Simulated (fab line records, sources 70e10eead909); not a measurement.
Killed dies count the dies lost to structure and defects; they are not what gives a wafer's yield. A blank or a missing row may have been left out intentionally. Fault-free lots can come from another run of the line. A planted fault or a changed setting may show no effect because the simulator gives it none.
Matching of chambers + flow nand_harc + NHARC_A_SLIT_DEP_25 on pecvd-02 has 3 sister chambers
The step deposits SiO2, target thk 200 nm. 3 wafers are shown with their chamber, then 9 later ones without.

## WAFERS WITH THEIR CHAMBER
| wafer  | chamber | throttle_valve_pct (%) |
|--------|---------|------------------------|
| L090.3 | 0       | 16.6                   |
| L090.5 | 2       | 16.7                   |
| L090.6 | 1       | 15.7                   |

## WAFERS WITH NO CHAMBER GIVEN
| wafer  | throttle_valve_pct (%) |
|--------|------------------------|
| L091.1 | 15.4                   |
| L091.3 | 16.9                   |
| L091.4 | 16.8                   |
| L093.3 | 16.8                   |
| L093.4 | 17.2                   |
| L093.6 | 15.9                   |
| L095.1 | 15.5                   |
| L095.4 | 15.5                   |
| L095.6 | 16.7                   |

## WHICH CHAMBER EACH ONE RAN IN
| wafer  | from the rows above     | in truth |
|--------|-------------------------|----------|
| L091.1 | 1                       | 1        |
| L091.3 | can't be placed: 2 or 0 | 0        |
| L091.4 | can't be placed: 2 or 0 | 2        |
| L093.3 | can't be placed: 2 or 0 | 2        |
| L093.4 | can't be placed: 2 or 0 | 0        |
| L093.6 | 1                       | 1        |
| L095.1 | 1                       | 1        |
| L095.4 | 1                       | 1        |
| L095.6 | can't be placed: 2 or 0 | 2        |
Placed correctly: 4 of 9. These rows do not allow placing 5 (true chamber among the candidates in 5). Placed wrongly: 0.
How it was worked out, from the rows above alone: a wafer's distance from a chamber is the root of the sum, over the readings, of the square of ((its reading less the chamber's mean) divided by the reading's scatter). The wafer belongs to the nearest chamber; if the next one is less than 2 further off, it can't be placed. The mean given for a chamber averages the wafers shown for that chamber. The scatter (one wafer shown for each chamber): square how far every hidden wafer sits from the nearest shown wafer, average those squares and take the square root.
